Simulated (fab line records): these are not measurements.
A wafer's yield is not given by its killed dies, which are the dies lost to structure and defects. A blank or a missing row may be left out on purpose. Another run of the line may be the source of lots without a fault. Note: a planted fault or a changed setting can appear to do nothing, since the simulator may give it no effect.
A struck lot beside a sound one	flow n5-finfet	36 steps out of a route of 1938
Sound: wafers L132.3, L132.5, L132.6. Struck: wafers L137.4, L137.5 (left out: L137.3, a lot-mate that was not struck); the cause follows at the end.
At each step with rows: each side's tool, then ch and its chambers, then its first start. Under that, the readings that differ: sound wafers	struck wafers	difference of the means	sigmas: that difference in standard deviations of wafers without a fault.
alike: same words and numbers on both sides, and readings whose means sit less than 2 such deviations apart. not compared: any withheld reading, any reading some wafer has no value for, any bound like >300 that may hide the same value, and any number with overlapping values for which the record gives no deviation.
Wherever a step has rows on one side only, a row that says differs or no value, or a row with sigmas, the two part there. When numbers do not overlap yet have no deviation, they are printed without sigmas and do not part them. A reading missing from all wafers of one side parts the sides only when that side holds two or more wafers.

first, 9 steps without rows for these wafers: N5_SD_EPI_N_DEVELOP_08 (develop time 30 s); N5_SD_EPI_N_DESCUM_14 (chemistry O2, time 7.9 s); N5_SD_EPI_N_ETCH_34 (etches SiARC in CF4, target depth 45.5 nm, time 75.8 s); N5_SD_EPI_N_ETCH_35 (etches SOC in N2/H2, overetch 108 nm, time 486 s); N5_SD_EPI_N_STRIP_36 (strips in N2/H2); N5_SD_EPI_N_ETCHBACK_44 (etches SiNx in CH3F/O2, stops on SiO2, target depth 14.5 nm); N5_SD_EPI_N_ETCH_45 (etches SiOCN in CH3F/O2, target depth 6 nm); N5_SD_EPI_N_ETCH_16 (etches SiO2 in CHF3/O2, target depth 5 nm); N5_SD_EPI_N_STRIP_47 (strips in CHF3/O2).
N5_SD_EPI_N_SD_RECESS_17: chemistry HBr/Cl2/O2, target depth 41 nm, time 23.7 s, bt time 3 s.
  sound on rie-si-06 ch 0,2,3, day 5 15:58; struck on rie-si-06 ch 0, day 6 20:14
reading	sound	struck	difference	sigmas
model.Si_of_WELL_APT_EPI_41.thk-nm (nm)	8.8 9.6 8.4	19.6 18.6	+10.2	
model.SD_EPI_N.feature-depth-nm (nm)	40.8 39.8 41	30.6 30.4	-10.0	
model.etch.depth-nm (nm)	40.72 39.77 40.91	30.58 30.5	-9.93	
  alike: drypump-motor-current-A, oes-product-au, throttle-valve-pct
  not compared: rf-hours-counter-h
then, 2 steps without rows for these wafers: N5_SD_EPI_N_STRIP_38 (strips in N2/H2); N5_SD_EPI_N_WET_ETCH_43 (etches SiO2 in dHF, time 14 s, target depth 1.5 nm).
N5_SD_EPI_N_STRIP_18: strips in SPM, time 750 s.
  sound on wet-bench-01 ch 2,3,6, day 5 16:10; struck on wet-bench-03 ch 3,6, day 6 20:26
reading	sound	struck	difference	sigmas
model.Si_of_WELL_APT_EPI_41.thk-nm (nm)	8.4 9.2 8.2	19.2 18.2	+10.1	
  alike: bath-heat-duty-pct
then, 21 steps without rows for these wafers: N5_SD_EPI_N_SRD_20 (time 30 s); N5_SD_EPI_N_PRECLEAN_48 (cleans in NF3:NH3, afs cycles 2, time 20 s, sublimation time 60 s); N5_SD_EPI_N_VAPOR_ETCH_50 (etches Si in HCl, time 54 s); N5_SD_EPI_N_EPI_21 (deposits Si:P, time 690 s); N5_SD_EPI_N_PRECLEAN_24 (cleans in O3/DIW, time 60 s); N5_SD_EPI_N_SRD_25 (time 30 s); N5_SD_EPI_N_PRECLEAN_49 (cleans in NF3:NH3, afs cycles 1, time 20 s, sublimation time 60 s); N5_SD_EPI_N_LINER_46 (material SiNx, target thk 3 nm); N5_SD_EPI_P_COAT_34 (time 60 s, resist thk 350 nm); N5_SD_EPI_P_COAT_35 (time 60 s, resist thk 35 nm); N5_SD_EPI_P_COAT_03 (resist thk 150 nm); N5_SD_EPI_P_EBR_05; N5_SD_EPI_P_SOFTBAKE_04 (time 60 s); N5_SD_EPI_P_EXPOSE_06 (exposes mask SD P BLK, target cd 240 nm); N5_SD_EPI_P_PEB_07 (peb time 60 s); N5_SD_EPI_P_DEVELOP_08 (develop time 30 s); N5_SD_EPI_P_DESCUM_14 (chemistry O2, time 7.9 s); N5_SD_EPI_P_ETCH_36 (etches SiARC in CF4, target depth 45.5 nm, time 75.8 s); N5_SD_EPI_P_ETCH_37 (etches SOC in N2/H2, overetch 108 nm, time 486 s); N5_SD_EPI_P_STRIP_38 (strips in N2/H2); N5_SD_EPI_P_ETCHBACK_46 (etches SiNx in CH3F/O2, stops on SiO2, target depth 17.5 nm).
-- a jump in the record: the struck wafers' starts before and after are 5 days apart (it breaks off in module SD_EPI_P and resumes in module BEOL_M4, where the first step shown is number 1111 of the route) --
N5_BEOL_M4_RC_MEAS_101:
  sound on prober-02 ch 0, day 10 11:00; struck on prober-01 ch 0, day 11 09:24
reading	sound	struck	difference	sigmas
CJ_N	4.32 4.21 4.38	2.88 2.87	-1.43	-16
DIBL_N (mV/V)	35.6 36.9 33.4	34.3 28.0	-4.1	-2
ION_N (uA/um)	649 674 658	599 585	-68	-6
REXT_N (ohm.um)	76.2 76.9 75.3	83.7 83.2	+7.3	+5
  alike: DIBL_P, IOFF_N, IOFF_N_LONG, IOFF_P, ION_P, SS_N, SS_P, VT_N, VT_P
-- the record jumps here: 4 days lie between the struck wafers' starts before and after (it left off in module BEOL_M4 and takes up again in module PASSIVATION, whose first step shown is number 1936 of the route) --
N5_PASSIVATION_PROBE_49:
  the record has rows for the struck wafers here (prober-02, day 15 16:51) and none for the sound ones

== WHERE THEY PART ==
Last at N5_PASSIVATION_PROBE_49 as far as this record goes, first at N5_BEOL_M4_RC_MEAS_101.

WHY: the cause the simulator had injected
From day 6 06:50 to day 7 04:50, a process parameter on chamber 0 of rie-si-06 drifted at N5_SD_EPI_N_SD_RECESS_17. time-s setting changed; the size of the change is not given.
